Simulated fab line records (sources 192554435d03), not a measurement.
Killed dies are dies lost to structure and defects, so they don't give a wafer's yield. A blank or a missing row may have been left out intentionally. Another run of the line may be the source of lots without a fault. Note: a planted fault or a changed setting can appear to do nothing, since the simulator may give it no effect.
Matching of chambers ; flow n5 finfet ; N5_FIN_SAQP_HM_OPEN_33 on rie diel-06 has 4 sister chambers
The step chemistry CH3F/O2, target SiNx, target depth 49.4 nm, time 70.6 s. 8 wafers are shown with their chamber, then 8 later ones without.

## WAFERS, EACH WITH ITS CHAMBER
wafer;chamber;showerhead plenum p Torr (Torr);throttle valve pct (%)
L078.5;1;2.06;16.77
L079.3;1;2.05;16.80
L081.2;3;1.99;16.57
L081.4;3;1.99;16.55
L090.1;0;1.96;16.34
L090.4;2;1.96;16.12
L090.5;0;1.96;16.35
L092.2;2;1.96;16.15

## WAFERS MISSING THEIR CHAMBER
wafer;showerhead plenum p Torr (Torr);throttle valve pct (%)
L092.3;1.96;16.36
L092.6;1.96;16.36
L095.3;1.96;16.37
L095.5;2.04;16.37
L095.6;1.96;16.37
L096.3;1.96;16.18
L096.4;2.04;16.37
L096.5;1.98;16.65

## THE CHAMBER EACH PASSED THROUGH
wafer;from the rows above;in truth
L092.3;0;0
L092.6;0;0
L095.3;0;0
L095.5;3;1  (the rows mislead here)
L095.6;0;0
L096.3;2;2
L096.4;3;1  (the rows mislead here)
L096.5;3;3
Correctly placed: 6 of 8. Left unplaced by these rows: 0. Number placed wrongly: 2.
How it was worked out, from the rows above alone: a wafer's distance from a chamber is the root of the sum, over the readings, of the square of ((its reading less the chamber's mean) divided by the reading's scatter). The wafer belongs to the nearest chamber; if the next one is less than 2 further off, it can't be placed. A chamber's mean is the mean of its shown wafers. The scatter is the square root of a quotient: the sum, over the shown wafers, of each reading's squared deviation from its chamber's mean, divided by wafers minus chambers.
